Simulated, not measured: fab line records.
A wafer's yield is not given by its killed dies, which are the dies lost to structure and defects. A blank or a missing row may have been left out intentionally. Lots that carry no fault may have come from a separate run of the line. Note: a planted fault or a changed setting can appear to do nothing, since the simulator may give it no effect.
Comparing a struck lot with a sound one / flow n5Finfet / 16 steps out of a route of 1938
Sound: wafers L466.1, L466.3, L466.6. Struck: wafer L455.2. (L455.4 of the same lot was not struck and is left out.) The cause comes at the end.
For every step that has rows: the tool of each side, followed by ch and its chambers, followed by its first start. Under that, the readings that differ: sound wafers / struck wafers / difference of the means / sigmas: that difference in standard deviations of wafers without a fault.
alike: readings with means less than 2 such deviations apart, plus words and numbers identical on both sides. not compared: withheld readings, readings lacking a value on some wafer, bounds such as >300 that could conceal the same value, and numbers that have no deviation in the record and whose values overlap.
A row with sigmas, a row that says differs or no value, or rows on one side alone: a step with any of these is where the two part. Numbers that don't overlap but have no deviation are shown without sigmas and don't part them. A reading that every wafer of one side lacks parts them only if that side has two wafers or more.

first, 3 steps without rows for these wafers: N5_MOL_CONTACT_COAG_ETCH_106 (etches SOC in N2/H2, target depth 80 nm, overetch 16 nm, time 120 s); N5_MOL_CONTACT_COAG_STRIP_107 (strips in N2/H2); N5_MOL_CONTACT_COAG_STRIP_108 (strips in N2/H2).
N5_MOL_CONTACT_COAG_CONTACT_ETCH_14: etches SiO2 in C4F6/O2, target depth 27.5 nm, overetch 8.5 nm, time 20 s.
  sound on rieDiel-05 ch 0,2, day 8 08:42; struck on rieDiel-05 ch 3, day 5 18:08
reading=rfVppV (V); sound=691 688 688; struck=698; difference=+9; sigmas=+2
reading=showerheadPlenumPTorr (Torr); sound=2.79 2.76 2.76; struck=3.05; difference=+0.28; sigmas=+2
  alike: drypumpMotorCurrentA, oesProductAu, throttleValvePct
  not compared: rfHoursCounterH
then, 1 step without rows for these wafers: N5_MOL_CONTACT_COAG_STRIP_109 (strips in C4F6/O2).
N5_MOL_CONTACT_COAG_ETCH_15: etches SiNx in CH3F/O2, stops on Si:P, target depth 7 nm.
  sound on rieDiel-05 ch 0,2, day 8 08:44; struck on rieDiel-05 ch 3, day 5 18:10
reading=showerheadPlenumPTorr (Torr); sound=1.94 1.91 1.91; struck=2.12; difference=+0.20; sigmas=+2
  alike: drypumpMotorCurrentA, oesProductAu, rfVppV, throttleValvePct
  not compared: rfHoursCounterH
N5_MOL_CONTACT_COAG_ETCH_110: etches Si in CF4/O2, target depth 2.5 nm, time 8 s.
  sound on rieDiel-05 ch 0,2, day 8 08:48; struck on rieDiel-05 ch 3, day 5 18:13
reading=showerheadPlenumPTorr (Torr); sound=2.17 2.13 2.13; struck=2.34; difference=+0.20; sigmas=+2
  alike: cf4FlowSccm, drypumpMotorCurrentA, oesProductAu, rfVppV, throttleValvePct
  not compared: rfHoursCounterH
N5_MOL_CONTACT_COAG_STRIP_98: strips in N2/H2.
  sound on rieDiel-05 ch 0,2, day 8 08:51; struck on rieDiel-05 ch 3, day 5 18:16
reading=showerheadPlenumPTorr (Torr); sound=3.28 3.24 3.24; struck=3.57; difference=+0.32; sigmas=+2
  alike: drypumpMotorCurrentA, oesProductAu, rfVppV, tempC, throttleValvePct
  not compared: rfHoursCounterH
N5_MOL_CONTACT_COAG_CD_MEAS_99: the cd target is 17.2 nm.
  sound: cdSem-02 at day 8 08:55; struck: cdSem-01 at day 5 18:20
  alike: cdNm
then, 3 steps without rows for these wafers: N5_MOL_CONTACT_COAG_IMPLANT_129; N5_MOL_CONTACT_COAG_PRECLEAN_111 (cleans in NF3:NH3, afs cycles 1, time 20 s, sublimation time 60 s); N5_MOL_CONTACT_COAG_TI_SIL_19 (material Ti, target thk 4.2 nm, time 15 s).
N5_MOL_CONTACT_COAG_ALD_20: deposits TiN, target thk 1.5 nm, pulse time 1 s, purge time 3 s.
  sound on aldMetal-04 ch 0,1,2, day 8 11:10; struck on aldMetal-03 ch 3, day 5 19:16
reading=aldCycles; sound=68 68 68; struck=126; difference=+58; sigmas=
reading=model.TiN_of_MOL_CONTACT_COAG_ALD_20.thkNm (nm); sound=1.6 1.6 1.4; struck=2.8; difference=+1.3; sigmas=
  alike: heaterPowerW, precursorPulseHeightRel
  not compared: sinceWetCleanH
N5_MOL_CONTACT_COAG_SIL_ANNEAL_21: time 60 s.
  sound on rtpAnneal-01 ch 0, day 8 11:33; struck on rtpAnneal-02 ch 0, day 5 19:41
reading=lamp_zone_6_pct (%); sound=8.9 8.9 8.9; struck=6.2; difference=-2.7; sigmas=-2
  alike: lampPowerPct, wafer_temp_C_max
-- here the record skips 3 days between the struck wafers' starts before and after, leaving off in module MOL_CONTACT_COAG and picking up in module BEOL_M4 (first step shown: number 1111 of the route) --
N5_BEOL_M4_RC_MEAS_101:
  sound on prober-02 ch 0, day 11 18:58; struck on prober-01 ch 0, day 8 17:40
  alike: DIBL_N, DIBL_P, IOFF_N, IOFF_P, ION_N, ION_P, SS_N, SS_P, VT_N, VT_P
-- the record jumps here: 4 days lie between the struck wafers' starts before and after (it left off in module BEOL_M4 and takes up again in module PASSIVATION, whose first step shown is number 1936 of the route) --
N5_PASSIVATION_PROBE_49:
  sound: prober-01 at day 16 11:08; struck: prober-02 at day 13 03:32
reading=defectLimitedYield (%); sound=93.8 93.6 92.5; struck=90.0; difference=-3.3; sigmas=-2
reading=killed_at_M0_to_M3; sound=26 18 28; struck=54; difference=+30; sigmas=+3
reading=killedAtOther; sound=2 1 2; struck=8; difference=+6; sigmas=+2
reading=killedDies; sound=73 75 88; struck=118; difference=+39; sigmas=+2
reading=killedOpen; sound=45 52 64; struck=78; difference=+24; sigmas=+2
reading=killedShort; sound=26 23 23; struck=40; difference=+16; sigmas=+2
reading=sort_bin_5_function (%); sound=3.4 3.6 4.3; struck=5.8; difference=+2.0; sigmas=+2
  alike: killed_at_M4_up, killedAtContacts, killedAtFrontEnd, sort_bin_4_leakage, sort_bin_6_memory, sort_bin_8_speed, sortNPass, sortYieldPct

== WHERE THEY PART ==
Earliest at N5_MOL_CONTACT_COAG_CONTACT_ETCH_14; latest, in this record, at N5_PASSIVATION_PROBE_49.

WHY: the cause the simulator had injected
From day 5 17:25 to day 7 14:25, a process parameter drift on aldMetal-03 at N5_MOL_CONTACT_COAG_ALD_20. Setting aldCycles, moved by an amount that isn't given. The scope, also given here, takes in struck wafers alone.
